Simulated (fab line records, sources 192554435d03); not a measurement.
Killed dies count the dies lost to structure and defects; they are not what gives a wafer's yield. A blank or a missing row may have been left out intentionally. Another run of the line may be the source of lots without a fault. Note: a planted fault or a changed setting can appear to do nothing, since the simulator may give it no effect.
Chamber matching    flow n5-finfet    rie-diel-06 running N5_PASSIVATION_VIA_ETCH_13: 3 sister chambers
The step etches SiO2 in CHF3/O2, target depth 660 nm, time 330 s. 3 wafers are shown with their chamber, then 5 later ones without.

== WAFERS WITH THEIR CHAMBER ==
wafer   chamber  throttle-valve-pct (%)
L081.5  1        19.11
L081.6  3        18.73
L087.3  2        19.24

== WAFERS WITHOUT THEIR CHAMBER ==
wafer   throttle-valve-pct (%)
L087.6  19.12
L085.4  19.14
L085.5  19.22
L094.1  19.24
L094.4  18.30

== WHICH CHAMBER EACH ONE RAN IN ==
wafer   from the rows above           in truth
L087.6  can't be placed: 1 or 2 or 3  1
L085.4  can't be placed: 1 or 2 or 3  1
L085.5  can't be placed: 2 or 1       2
L094.1  can't be placed: 2 or 1       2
L094.4  can't be placed: 3 or 1       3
0 of 5 placed correctly. From these rows, 5 cannot be placed; in 5 the true chamber is one of the candidates. Wrongly placed: 0.
How it was worked out, from the rows above alone: a wafer's distance from a chamber is the root of the sum, over the readings, of the square of ((its reading less the chamber's mean) divided by the reading's scatter). If the next closest chamber is less than 2 further off than the closest, the wafer can't be placed; otherwise it belongs to the closest. For every chamber, the mean is computed from those of its wafers that are shown. The scatter (one wafer shown for each chamber): square how far every hidden wafer sits from the nearest shown wafer, average those squares and take the square root.
